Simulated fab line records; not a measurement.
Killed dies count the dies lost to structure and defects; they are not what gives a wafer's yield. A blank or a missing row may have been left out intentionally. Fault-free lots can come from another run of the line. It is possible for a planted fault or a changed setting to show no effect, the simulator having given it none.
Split-lot study / flow n5 finfet / 21 wafers read from 7 lots, route of 1938 steps

## SPLIT DETAILS
At N5_BEOL_M10_ETCH_41 (etches SiCN in CH3F/O2, target depth 42.6 nm, time 86 s), the setting source w was moved away from the recipe's 395 W on 4 of the 21 wafers read, by -15.5% to +5.8%. For the rest of the wafers, this setting stayed at what the recipe calls for.

Reading taken at the split's own step.

## THE READING
rf vpp V, in V, at N5_BEOL_M10_ETCH_41 (etches SiCN in CH3F/O2, target depth 42.6 nm, time 86 s). A value of 297.0 V with a standard deviation of 1.3 V is what fault-free wafers of this fab line usually give.

wafer=L082.2; tool, chamber at the split=rie diel-04, 3; source w as run, W=395; against the recipe=recipe; rf vpp V, V=297.9; against lot-mates on the recipe=-
wafer=L082.3; tool, chamber at the split=rie diel-04, 0; source w as run, W=395; against the recipe=recipe; rf vpp V, V=299.2; against lot-mates on the recipe=-
wafer=L082.5; tool, chamber at the split=rie diel-04, 3; source w as run, W=395; against the recipe=recipe; rf vpp V, V=298.9; against lot-mates on the recipe=-
wafer=L083.4; tool, chamber at the split=rie diel-03, 1; source w as run, W=395; against the recipe=recipe; rf vpp V, V=298.1; against lot-mates on the recipe=-
wafer=L083.5; tool, chamber at the split=rie diel-03, 1; source w as run, W=333.6; against the recipe=-15.5%; rf vpp V, V=313.4; against lot-mates on the recipe=+15.3
wafer=L083.6; tool, chamber at the split=rie diel-03, 2; source w as run, W=333.6; against the recipe=-15.5%; rf vpp V, V=314.6; against lot-mates on the recipe=+16.5
wafer=L084.2; tool, chamber at the split=rie diel-04, 0; source w as run, W=395; against the recipe=recipe; rf vpp V, V=300.3; against lot-mates on the recipe=-
wafer=L084.4; tool, chamber at the split=rie diel-04, 0; source w as run, W=395; against the recipe=recipe; rf vpp V, V=296.9; against lot-mates on the recipe=-
wafer=L084.5; tool, chamber at the split=rie diel-04, 3; source w as run, W=395; against the recipe=recipe; rf vpp V, V=299.6; against lot-mates on the recipe=-
wafer=L085.2; tool, chamber at the split=rie diel-03, 1; source w as run, W=395; against the recipe=recipe; rf vpp V, V=297.1; against lot-mates on the recipe=-
wafer=L085.3; tool, chamber at the split=rie diel-03, 0; source w as run, W=395; against the recipe=recipe; rf vpp V, V=295.1; against lot-mates on the recipe=-
wafer=L085.5; tool, chamber at the split=rie diel-03, 1; source w as run, W=395; against the recipe=recipe; rf vpp V, V=297.8; against lot-mates on the recipe=-
wafer=L088.1; tool, chamber at the split=rie diel-03, 3; source w as run, W=395; against the recipe=recipe; rf vpp V, V=295.5; against lot-mates on the recipe=-
wafer=L088.2; tool, chamber at the split=rie diel-03, 2; source w as run, W=395; against the recipe=recipe; rf vpp V, V=298.2; against lot-mates on the recipe=-
wafer=L088.5; tool, chamber at the split=rie diel-03, 1; source w as run, W=395; against the recipe=recipe; rf vpp V, V=297.5; against lot-mates on the recipe=-
wafer=L093.1; tool, chamber at the split=rie diel-04, 2; source w as run, W=395; against the recipe=recipe; rf vpp V, V=297.1; against lot-mates on the recipe=-
wafer=L093.3; tool, chamber at the split=rie diel-04, 3; source w as run, W=418; against the recipe=+5.8%; rf vpp V, V=292.4; against lot-mates on the recipe=-5.1
wafer=L093.4; tool, chamber at the split=rie diel-04, 0; source w as run, W=395; against the recipe=recipe; rf vpp V, V=297.8; against lot-mates on the recipe=-
wafer=L096.1; tool, chamber at the split=rie diel-03, 3; source w as run, W=395; against the recipe=recipe; rf vpp V, V=297.6; against lot-mates on the recipe=-
wafer=L096.3; tool, chamber at the split=rie diel-03, 2; source w as run, W=395; against the recipe=recipe; rf vpp V, V=297.6; against lot-mates on the recipe=-
wafer=L096.4; tool, chamber at the split=rie diel-03, 1; source w as run, W=367.6; against the recipe=-6.9%; rf vpp V, V=305.3; against lot-mates on the recipe=+7.7

THE FIT
A straight line over all 21 wafers: rf vpp V changes by -1.04 V for each +1% of source w; r = -0.98; the points scatter about the line by 1.2 V.
The same after taking each lot's own level away (the mean of its wafers on the recipe; 21 wafers): -1.02 V for each +1%; r = -0.98; scatter 0.95 V.
That fit puts the effect of the largest move of source w on the reading at 16 V.
From 296.67 to 298.93 V: that is the span of the lots' own levels, equal to 1.7 times the standard deviation above.
Consequently the slope shifts little with the lot-to-lot level, the two slopes agreeing.
Check: for one of the wafers moved furthest among these (-15.5%), held out of the fit, the line's prediction against its lot-mates is +16.3 V. Against them it came out at +15.3 V.
Tool readings at the split's step, against how far the setting was moved: rf vpp V r = -0.98.

## FURTHER SPLITS ON THESE WAFERS
Before the reading, these wafers also passed through other splits. Each is held against what the fit with the lots' levels taken away leaves over:
other split on the same wafers=N5_BEOL_M8_COAT_22 spin rpm; wafers away from the commonest value=3; r with rf vpp V (lot level and that fit taken away)=-0.15

## FILE'S OWN FIT
rf vpp V changes by -1.02 V for each +1% of source w, r = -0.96.
